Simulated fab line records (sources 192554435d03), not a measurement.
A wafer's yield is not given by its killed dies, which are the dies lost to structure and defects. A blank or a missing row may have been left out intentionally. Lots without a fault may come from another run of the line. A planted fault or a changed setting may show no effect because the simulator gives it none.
fab line records	flow n5-finfet
record: lots: 6	wafers: 17	last-day: 17
route steps=1938 shown HKMG_FIN@437 BEOL_M4@1111
lots that met no fault: from a run of the same line without faults
start-h: hours from the record's opening day to when the first of the lot's shown wafers began	wait-h: hours elapsed since this lot's preceding step	" as in the row above	L1.1+2: a single row standing in for several wafers	- either no value or no given start	* or withheld: withheld	< > ~ a bound
route shown NAME@n: a module of which the file shows steps, and the number in the route of the first	usual: the fault-free wafers' mean and standard deviation	same: alike in all rows	chamber/n: place in a boat	sites: readings site by site	_std_site: their standard deviation	_edge_site: inner sites' mean taken away from outer sites' mean	radius-mm: for every site, how far away it sits from the centre of the wafer	mask NAME#n: copy n	behind: the last tool/chamber to shape the wafer	hold: what put the lot on hold/how long, in hours/how the hold closed	device: whichever transistor did not switch (one of n, p or np)	end of line: the route-end tests of the same wafers	where a step has no rows: the recipe by itself	killed: dies lost to structure and defects at the first sort, not the wafer's yield	map: dies across one wafer; x = killed, . = not, _ = none there
set.NAME: setting as actually run; set.NAME@STEP: the setting as run at that earlier step	model.NAME: the simulator's own value behind a step, which no gauge read
a table for each step, a row for each wafer; lots at some steps of the route
services: a tool's chamber out of use, with start hour (start-h, from the record's first day; less than 0 if before it), hours out, and reason
== steps ==
step: N5_HKMG_FIN_STRIP_34
recipe: chemistry: CF4	resist: SiARC	power-w: 300	bias-power-w: 75	pressure-mtorr: 50	cf4-flow-sccm: 150	rf-frequency-hz: 6e+07
step: N5_HKMG_FIN_ETCH_35
recipe: chemistry: N2/H2	target: SOC	target-depth-a: 2158	ion-energy-ev: 65	bias-w: 5	source-w: 3000	time-s: 243.4	pressure-mtorr: 30	n2-flow-sccm: 200	h2-flow-sccm: 200
usual: drypump-motor-current-A: 5.6/0.43	h2-flow-sccm: 200.0/0.66	oes-product-au: 0.80/0.09	rf-vpp-V: 141.7/1.1	showerhead-plenum-p-Torr: 2.56/0.088	throttle-valve-pct: 17.88/0.25
lot.wafer	tool	chamber	start-h	wait-h	drypump-motor-current-A	h2-flow-sccm	oes-product-au	rf-hours-counter-h	rf-vpp-V	showerhead-plenum-p-Torr	throttle-valve-pct
L407.3	rie-diel-05	2	94.00	0.0	5.7	200.0	0.92	34	141.1	2.48	17.94
L407.4	"	1	"	"	6.1	201.1	0.68	-	141.0	2.60	17.97
L407.6	"	2	"	"	5.7	200.3	0.92	-	139.9	2.48	17.95
L412.1	rie-diel-01	1	127.50	0.0	5.7	199.6	0.70	207	140.2	2.51	17.97
L412.3	"	3	"	"	5.3	199.6	0.82	79	140.7	2.47	17.53
L412.5	"	0	"	"	6.2	199.9	0.71	-	142.1	2.53	18.25
L415.2	rie-diel-05	2	144.50	0.0	5.6	199.4	0.89	55	140.5	2.47	17.99
L415.4	"	3	"	"	5.0	200.8	0.91	15	143.1	2.71	17.53
L415.6	"	2	"	"	5.6	200.5	0.89	-	141.6	2.47	17.98
L419.2	rie-diel-06	3	167.75	0.0	5.7	199.7	0.69	233	141.8	2.61	18.21
L419.6	"	0	"	"	4.8	199.7	0.86	-	143.5	2.68	17.85
L425.1	rie-diel-01	0	202.49	0.0	6.2	199.5	0.69	234	142.0	2.52	18.28
L425.2	"	1	"	"	5.7	199.3	0.69	233	141.3	2.50	17.96
L425.5	"	1	"	"	5.6	198.8	0.69	-	142.5	2.50	17.99
L426.2	rie-diel-05	2	216.79	0.0	5.7	199.7	0.85	81	141.5	2.46	18.03
L426.3	"	3	"	"	5.0	200.2	0.86	40	144.4	2.70	17.58
L426.6	"	0	"	"	5.5	200.4	0.84	-	141.5	2.47	17.59
step: N5_HKMG_FIN_STRIP_92
recipe: chemistry: N2/H2	material: SOC	time-s: 20	power-w: 500	temp-c: 40	pressure-mtorr: 50	rf-frequency-hz: 6e+07	bias-power-w: 8	h2-frac: 0.5	n2-flow-sccm: 300	h2-flow-sccm: 300
usual: drypump-motor-current-A: 5.6/0.43	h2-flow-sccm: 299.9/0.86	oes-product-au: 0.80/0.09	rf-vpp-V: 54.2/0.82	showerhead-plenum-p-Torr: 3.38/0.11	temp-c: 40.00/0.1	throttle-valve-pct: 19.06/0.27
lot.wafer	tool	chamber	start-h	wait-h	drypump-motor-current-A	h2-flow-sccm	oes-product-au	rf-hours-counter-h	rf-vpp-V	showerhead-plenum-p-Torr	temp-c	throttle-valve-pct
L407.3	rie-diel-05	2	94.15	0.1	5.7	298.3	0.92	34	54.1	3.28	40.08	19.13
L407.4	"	1	"	"	6.1	299.0	0.68	-	55.4	3.43	40.09	19.29
L407.6	"	2	"	"	5.7	299.5	0.92	-	55.0	3.28	39.96	19.13
L412.1	rie-diel-01	1	127.65	0.1	5.6	299.8	0.70	207	52.9	3.32	39.94	19.16
L412.3	"	3	"	"	5.4	300.6	0.81	79	53.4	3.26	39.98	18.97
L412.5	"	0	"	"	6.2	298.7	0.71	-	53.0	3.34	39.93	19.38
L415.2	rie-diel-05	2	144.65	0.1	5.7	299.4	0.89	55	54.4	3.27	40.04	19.17
L415.4	"	3	"	"	5.0	300.8	0.92	15	54.8	3.57	40.02	18.36
L415.6	"	2	"	"	5.7	299.7	0.89	-	54.1	3.27	39.94	19.18
L419.2	rie-diel-06	3	167.90	0.1	5.7	300.0	0.68	233	54.3	3.44	39.98	19.23
L419.6	"	0	"	"	4.8	298.9	0.86	-	54.8	3.54	39.89	18.76
L425.1	rie-diel-01	0	202.64	0.1	6.2	301.8	0.69	234	53.1	3.33	39.98	19.44
L425.2	"	1	"	"	5.7	299.7	0.68	233	54.4	3.31	40.11	19.18
L425.5	"	1	"	"	5.7	300.0	0.69	-	54.8	3.31	40.03	19.19
L426.2	rie-diel-05	2	216.94	0.1	5.7	299.9	0.86	81	53.9	3.25	39.89	19.21
L426.3	"	3	"	"	5.0	300.3	0.86	40	53.1	3.55	40.02	18.38
L426.6	"	0	"	"	5.5	301.8	0.85	-	54.4	3.27	39.90	18.77
step: N5_HKMG_FIN_WET_ETCH_18
recipe: chemistry: SC1	target: TiN	mix: 1:1:5	temp-c: *	time-s: 55	target-depth-nm: 5.2	dry: ipa-marangoni	rinse-time-s: 30	rinse-temp-c: 23
step: N5_HKMG_FIN_STRIP_19
recipe: chemistry: N2/H2	power-w: 2500	temp-c: 300	h2-frac: 0.65	time-s: 360	pressure-mtorr: withheld	n2-flow-sccm: 1750	h2-flow-sccm: 3250
usual: drypump-motor-current-A: 5.5/0.48	h2-flow-sccm: 3251/11	heater-power-w: 448/87	temp-c: 300.03/0.19
lot.wafer	tool	chamber	start-h	wait-h	drypump-motor-current-A	h2-flow-sccm	heater-power-w	rf-hours-counter-h	temp-c
L407.3	plasma-asher-02	1	94.42	0.1	6.0	3246	318	-	299.94
L407.4	"	0	"	"	5.7	3243	512	-	299.71
L407.6	"	0	"	"	5.7	3253	545	-	300.06
L412.1	plasma-asher-01	1	127.83	0.0	4.7	3234	521	48	299.73
L412.3	"	1	"	"	4.7	3225	530	-	299.81
L412.5	"	0	"	"	5.1	3247	455	-	299.67
L415.2	plasma-asher-02	1	144.81	0.0	6.0	3260	321	98	299.89
L415.4	"	0	"	"	5.7	3256	512	-	300.15
L415.6	"	1	"	"	6.0	3267	320	-	299.83
L419.2	plasma-asher-02	1	168.04	0.0	5.9	3250	318	107	299.92
L419.6	"	0	"	"	5.7	3243	517	-	299.90
L425.1	plasma-asher-02	0	202.78	0.0	5.7	3254	524	114	300.28
L425.2	"	1	"	"	6.0	3250	316	114	299.92
L425.5	"	0	"	"	5.7	3251	534	-	300.33
L426.2	plasma-asher-01	1	217.08	0.0	4.7	3240	518	59	299.75
L426.3	"	1	"	"	4.7	3261	513	-	299.60
L426.6	"	1	"	"	4.7	3265	515	-	300.09
step: N5_HKMG_FIN_ALD_91
recipe: material: TiN	target-thk-a: 10	temp-c: 400	ald-precursor-family: TiCl4	ald-co-reactant: NH3	pulse-time-s: 1	purge-time-s: 3	co-reactant-purge-time-s: 2	co-reactant-pulse-time-s: 2	ald-cycles: 47	pressure-torr: 3
step: N5_HKMG_FIN_COAT_85
recipe: resist: SOC	temp-c: 250	time-s: 60	spin-rpm: 1500	resist-thk-nm: 300
step: N5_HKMG_FIN_ETCH_86
recipe: chemistry: N2/H2	target: SOC	target-depth-a: 3932	stop-on: TiN	ion-energy-ev: 100	bias-w: 61	pressure-mtorr: 30	source-w: 850	n2-flow-sccm: 200	h2-flow-sccm: 200
usual: drypump-motor-current-A: 5.6/0.42	h2-flow-sccm: 200.1/0.61	oes-product-au: 0.80/0.086	rf-vpp-V: 240.7/1.3	showerhead-plenum-p-Torr: 2.55/0.086	throttle-valve-pct: 17.83/0.26
lot.wafer	tool	chamber	start-h	wait-h	drypump-motor-current-A	h2-flow-sccm	oes-product-au	rf-hours-counter-h	rf-vpp-V	showerhead-plenum-p-Torr	throttle-valve-pct
L407.3	rie-diel-06	2	95.02	-	5.8	198.9	0.72	187	240.1	2.53	17.95
L407.4	"	3	"	"	5.7	200.3	0.70	209	242.7	2.62	18.15
L407.6	"	1	"	"	6.2	198.4	0.91	-	243.6	2.71	17.87
L412.1	rie-diel-01	0	128.55	-	6.2	200.5	0.70	208	239.7	2.53	18.23
L412.3	"	1	"	"	5.6	200.2	0.70	208	240.0	2.51	17.92
L412.5	"	0	"	"	6.2	199.4	0.70	-	240.3	2.53	18.21
L415.2	rie-diel-05	1	145.59	-	6.1	200.1	0.93	6	240.6	2.59	17.49
L415.4	"	0	"	"	5.5	200.9	0.88	27	240.1	2.48	17.51
L415.6	"	2	"	"	5.6	199.4	0.87	-	238.2	2.47	17.94
L419.2	rie-diel-06	2	168.84	-	5.8	200.5	0.71	210	239.7	2.52	18.00
L419.6	"	3	"	"	5.7	200.2	0.69	-	241.8	2.61	18.19
L425.1	rie-diel-06	3	203.51	-	5.7	200.1	0.68	245	240.6	2.60	18.20
L425.2	"	0	"	"	4.8	199.6	0.83	69	242.3	2.68	17.84
L425.5	"	2	"	"	5.8	200.4	0.70	-	239.9	2.51	18.01
L426.2	rie-diel-05	1	217.84	-	6.1	200.6	0.88	31	242.2	2.58	17.53
L426.3	"	0	"	"	5.5	200.5	0.84	51	239.9	2.47	17.56
L426.6	"	1	"	"	6.1	200.0	0.88	-	240.8	2.58	17.51
step: N5_HKMG_FIN_STRIP_89
recipe: chemistry: N2/H2	material: SOC	time-s: 20	power-w: 500	temp-c: 40	pressure-mtorr: 50	rf-frequency-hz: 6e+07	bias-power-w: 8	h2-frac: 0.5	n2-flow-sccm: 300	h2-flow-sccm: 300
step: N5_HKMG_FIN_WET_ETCH_87
recipe: chemistry: SC1	target: TiN	mix: 1:2:40	temp-c: 50	time-s: 154.2	target-depth-nm: 4.7	dry: ipa-marangoni	rinse-time-s: 30	rinse-temp-c: 23
step: N5_HKMG_FIN_STRIP_88
recipe: chemistry: N2/H2	power-w: 2500	temp-c: 300	h2-frac: 0.65	time-s: 360	pressure-mtorr: withheld	n2-flow-sccm: 1750	h2-flow-sccm: 3250
usual: drypump-motor-current-A: 5.4/0.49	h2-flow-sccm: 3251/9.7	heater-power-w: 451/85	temp-c: 299.99/0.21
lot.wafer	tool	chamber	start-h	wait-h	drypump-motor-current-A	h2-flow-sccm	heater-power-w	rf-hours-counter-h	temp-c
L407.3	plasma-asher-02	0	95.39	0.1	5.7	3254	524	-	300.26
L407.4	"	1	"	"	6.0	3262	321	-	299.70
L407.6	"	1	"	"	6.0	3270	312	-	299.92
L412.1	plasma-asher-01	0	128.80	0.0	5.1	3253	443	49	300.20
L412.3	"	0	"	"	5.1	3260	451	-	299.79
L412.5	"	0	"	"	5.1	3250	445	-	300.04
L415.2	plasma-asher-02	1	145.95	0.1	6.0	3251	308	99	299.90
L415.4	"	1	"	"	6.0	3260	322	-	299.65
L415.6	"	0	"	"	5.7	3260	509	-	300.06
L419.2	plasma-asher-02	0	169.09	0.0	5.7	3258	508	107	299.73
L419.6	"	1	"	"	6.0	3255	316	-	299.89
L425.1	plasma-asher-01	0	203.76	0.0	5.1	3273	467	57	299.77
L425.2	"	1	"	"	4.7	3259	531	57	300.17
L425.5	"	1	"	"	4.7	3252	523	-	300.41
L426.2	plasma-asher-02	1	218.09	0.0	6.0	3248	324	116	299.98
L426.3	"	0	"	"	5.7	3259	525	-	299.95
L426.6	"	1	"	"	6.0	3230	317	-	300.14
step: N5_HKMG_FIN_NWFM_ALD_20
recipe: material: TiAlC	target-thk-a: 20	temp-c: 300	ald-precursor-family: TiCl4	ald-co-reactant: TEA	pulse-time-s: 3	purge-time-s: 2	co-reactant-purge-time-s: 2	co-reactant-pulse-time-s: 10	ald-cycles: 7	pressure-torr: 3
step: N5_HKMG_FIN_ALD_71
recipe: material: TiN	target-thk-a: 10	temp-c: 400	ald-precursor-family: TiCl4	ald-co-reactant: NH3	pulse-time-s: 1	purge-time-s: 3	co-reactant-purge-time-s: 2	co-reactant-pulse-time-s: 2	ald-cycles: 47	pressure-torr: 3
usual: ald-cycles: 47/0	heater-power-w: 856/70	precursor-pulse-height-rel: 1.000/0.021
same: co-reactant-purge-time-s: 2
lot.wafer	tool	chamber	start-h	wait-h	ald-cycles	heater-power-w	precursor-pulse-height-rel	model.TiN_of_HKMG_FIN_ALD_71.thk-nm
L407.3	ald-metal-02	2	95.75	0.0	47	885	1.009	1
L407.4	"	1	"	"	47	956	1.038	1
L407.6	"	3	"	"	47	745	1.052	1
L412.1	ald-metal-03	1	129.29	0.0	47	818	1.041	1
L412.3	"	0	"	"	47	906	0.985	1
L412.5	"	1	"	"	47	821	0.992	1
L415.2	ald-metal-02	2	146.43	0.0	47	900	1.002	1
L415.4	"	1	"	"	47	945	0.987	1
L415.6	"	2	"	"	62	899	1.066	1.4
L419.2	ald-metal-02	1	169.57	0.0	47	915	1.007	1
L419.6	"	2	"	"	62	894	1.024	1.4
L425.1	ald-metal-03	2	204.24	0.0	47	857	0.991	1
L425.2	"	3	"	"	47	793	1.031	1
L425.5	"	2	"	"	47	835	0.982	1
L426.2	ald-metal-04	2	218.57	0.0	47	936	1.002	1
L426.3	"	1	"	"	47	855	0.988	1
L426.6	"	3	"	"	47	877	1.036	1
step: N5_HKMG_FIN_COAT_66
recipe: resist: SOC	temp-c: 250	time-s: 60	spin-rpm: 1500	resist-thk-nm: 300
step: N5_BEOL_M4_RC_MEAS_101
usual: DIBL_N: 35.7/1.3	DIBL_P: 35.4/1.8	IOFF_N: 0.152/0.027	IOFF_P: 0.20/0.034	ION_N: 672/9.8	ION_P: 461/7.5	SS_N: 71.4/0.55	SS_P: 73.1/0.61	VT_N: 251/3.3	VT_P: -251/3.6
lot.wafer	tool	chamber	start-h	wait-h	DIBL_N[mV/V]	DIBL_P[mV/V]	IOFF_N[nA/um]	IOFF_P[nA/um]	ION_N[uA/um]	ION_P[uA/um]	SS_N[mV/dec]	SS_P[mV/dec]	VT_N[mV]	VT_P[mV]
L407.3	prober-02	0	181.50	0.3	34.6	36.3	0.165	0.19	682	464	71.3	73.0	250	-252
L407.4	"	0	"	"	36.9	37.7	0.190	0.20	680	456	72.2	73.9	249	-251
L407.6	"	0	"	"	34.4	35.2	0.150	0.17	677	456	71.4	72.6	251	-254
L412.1	prober-02	0	218.32	0.4	34.5	33.5	0.130	0.18	682	465	71.4	72.8	254	-254
L412.3	"	0	"	"	35.4	34.2	0.139	0.19	668	459	71.7	73.3	254	-248
L412.5	"	0	"	"	33.3	31.3	0.104	0.15	652	453	72.0	71.6	258	-254
L415.2	prober-02	0	237.08	0.2	37.4	34.8	0.190	0.21	674	461	71.8	72.5	244	-247
L415.4	"	0	"	"	36.1	35.3	0.169	0.23	680	469	70.6	73.0	244	-246
L415.6	"	0	"	"	38.1	37.5	0.229	0.26	681	468	72.4	73.6	242	-244
L419.2	prober-01	0	256.24	0.2	38.1	37.4	0.178	0.22	667	456	71.9	74.0	248	-251
L419.6	"	0	"	"	37.4	37.0	0.184	0.20	674	453	71.8	73.4	248	-252
L425.1	prober-02	0	285.90	0.0	34.2	33.3	0.111	0.15	661	458	70.7	72.3	254	-257
L425.2	"	0	"	"	37.3	37.7	0.176	0.22	694	473	71.7	73.1	249	-250
L425.5	"	0	"	"	34.7	34.4	0.131	0.17	674	463	70.3	72.6	251	-252
L426.2	prober-01	0	308.32	0.2	36.9	37.5	0.164	0.22	682	465	71.1	73.7	249	-254
L426.3	"	0	"	"	35.3	35.2	0.132	0.17	670	456	70.9	73.0	252	-253
L426.6	"	0	"	"	36.3	36.8	0.148	0.20	674	459	71.1	73.7	252	-251
== services ==
tool	chamber	start-h	hours	kind
rie-diel-05	3	77.97	4.6	repair
rie-diel-05	3	82.67	-	clean
rie-diel-05	3	82.67	-	consumable-replace:focus-ring
rie-diel-05	3	82.67	-	consumable-replace:showerhead
rie-diel-05	3	82.67	23.6	scheduled-down
rie-diel-05	3	82.67	23.6	vent-cycle
ald-metal-03	-	93.43	5.8	repair
plasma-asher-02	-	97.39	8.7	pm
rie-diel-05	1	106.24	-	clean
rie-diel-05	1	106.24	-	consumable-replace:focus-ring
rie-diel-05	1	106.24	21.1	scheduled-down
rie-diel-05	1	106.24	21.1	vent-cycle
plasma-asher-02	-	111.70	0.6	repair
rie-diel-06	0	149.96	9.6	repair
rie-diel-06	-	186.01	2.8	pm
ald-metal-03	3	188.01	4.7	repair
rie-diel-06	2	193.07	5.0	repair
ald-metal-02	-	211.10	0.3	repair
rie-diel-06	3	217.63	-	clean
rie-diel-06	3	217.63	-	consumable-replace:focus-ring
rie-diel-06	3	217.63	24.0	scheduled-down
rie-diel-06	3	217.63	24.0	vent-cycle
== key ==
first-sign: step: N5_HKMG_FIN_ALD_71	reading: ald-cycles	direction: up	sigmas: 99+	usual: *	struck: *
effect none on later readings
model-effect: step: N5_HKMG_FIN_ALD_71	value: TiN_of_HKMG_FIN_ALD_71.thk-nm	without: 1	struck: 1.4
met-at N5_HKMG_FIN_ALD_71
struck-wafers L415.6,L419.6
onset-between 95.75 146.43
fault: kind: process-parameter-drift	tool: ald-metal-02	chamber: -	onset-h: 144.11	steps: N5_HKMG_FIN_ALD_71	channel: ald-cycles	offset: *	shape: step	end-h: 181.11	scope: struck-wafers-only	acts-in: *	stated: *
